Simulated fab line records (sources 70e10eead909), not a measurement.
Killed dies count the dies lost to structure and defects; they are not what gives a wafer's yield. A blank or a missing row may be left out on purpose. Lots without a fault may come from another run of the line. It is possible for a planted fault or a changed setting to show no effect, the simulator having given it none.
2 desks looking at one fault	flow nand_harc	each desk holds nothing but its own numbers, with what lay behind them at the end

## FOR THE TOOL OWNER'S DESK: litho_track-06
The tool's own readings at NHARC_P_CONTACT_PEB_10 (peb time 65 s): means of the sampled wafers that have a number, for each lot that ran on this tool. If a lot's mean is further than 4 standard deviations from the usual mean, the lot is out of limits and carries the mark OUT (the distance appears in the brackets).
Columns: A = chill_plate_temp_C at NHARC_P_CONTACT_PEB_10, usual 22.99 C; B = heater_power_total_W at NHARC_P_CONTACT_PEB_10, usual 156.6 W; C = plate_temp_C at NHARC_P_CONTACT_PEB_10, usual 99.98 C; D = resist_line_temp_C at NHARC_P_CONTACT_PEB_10, usual 23.01 C
lot	first seen here	A	B	C	D
L774	day 7 08:56	22.90	156.2	100.00	23.01
L775	day 7 15:16	23.10	156.4	99.83	23.06
L777	day 8 07:37	23.01	156.9	100.11	23.08
L778	day 8 22:46	23.08	156.7	99.98	23.01
L779	day 9 14:42	23.04	188.3 (+77) OUT	114.41 (+99 or more) OUT	23.07
L780	day 9 19:55	22.91	188.0 (+77) OUT	114.42 (+99 or more) OUT	23.06
L781	day 10 10:48	23.04	188.3 (+77) OUT	114.45 (+99 or more) OUT	22.95
L790	day 13 21:17	22.95	156.5	100.08	22.95
L792	day 14 14:42	22.94	156.7	99.93	23.21
L793	day 15 06:22	23.04	157.0	99.88	23.03
This desk finds L779, L780, L781 out of limits, L779 being first, at day 9 14:42 (heater_power_total_W at NHARC_P_CONTACT_PEB_10). L774, L775, L777, L778, L790, L792, L793 stayed within limits.

## THE METROLOGY DESK
Means of the sampled wafers that have a number, per lot and without regard to the tool the lot ran on: this is what the gauges read. If a lot's mean is further than 4 standard deviations from the usual mean, the lot is out of limits and carries the mark OUT (the distance appears in the brackets).
Columns: A = cd_nm at NHARC_P_CONTACT_CD_MEAS_12, usual 90.1 nm; B = overlay_x_nm at NHARC_P_CONTACT_OVL_MEAS_13, usual -0.1 nm; C = overlay_y_nm at NHARC_P_CONTACT_OVL_MEAS_13, usual -0.2 nm; D = cd_nm at NHARC_P_CONTACT_CD_MEAS_19, usual 89.3 nm
lot	first seen here	A	B	C	D
L771	day 6 00:07	90.1	-0.1	-0.0	90.8
L773	day 6 18:44	90.8	0.3	0.7	90.1
L774	day 7 09:01	90.0	0.8	-1.1	87.5
L775	day 7 15:20	89.8	0.7	-1.2	89.8
L777	day 8 07:42	89.7	-1.4	-0.8	90.4
L778	day 8 22:50	90.3	-0.6	0.6	89.8
L779	day 9 14:47	127.4 (+40) OUT	-0.2	-0.8	126.9 (+18) OUT
L780	day 9 20:00	127.4 (+40) OUT	-0.1	-0.1	126.4 (+18) OUT
L781	day 10 10:53	120.4 (+32) OUT	0.3	-0.2	120.1 (+15) OUT
L788	day 12 23:02	90.3	0.3	-0.7	88.4
L789	day 13 12:42	89.7	2.0	-0.3	90.9
L790	day 13 21:22	89.9	-0.9	-0.6	91.7
L791	day 14 08:33	90.6	-1.1	-0.5	89.7
L792	day 14 14:47	89.1	0.5	-0.9	90.4
L793	day 15 06:27	88.9	0.4	-1.3	90.3
This desk finds L779, L780, L781 out of limits, L779 being first, at day 9 14:47 (cd_nm at NHARC_P_CONTACT_CD_MEAS_12). L771, L773, L774, L775, L777, L778, L788, L789, L790, L791, L792, L793 stayed within limits.

## BROUGHT TOGETHER
The tool owner's desk could have raised an alarm at day 9 14:42, on L779, L780, L781.
L779, L780, L781 would have let the metrology desk raise an alarm at day 9 14:47.
Every lot named ran NHARC_P_CONTACT_PEB_10 on litho_track-06.

## WHAT WAS PUT IN BY THE SIMULATOR
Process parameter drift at NHARC_P_CONTACT_PEB_10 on litho_track-06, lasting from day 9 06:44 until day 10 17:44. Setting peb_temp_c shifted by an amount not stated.
Struck lots among those shown: L779, L780, L781.
Counting hours from when the fault started, the first reading out of limits came at 8 for the tool owner's desk and at 8 for the metrology desk.
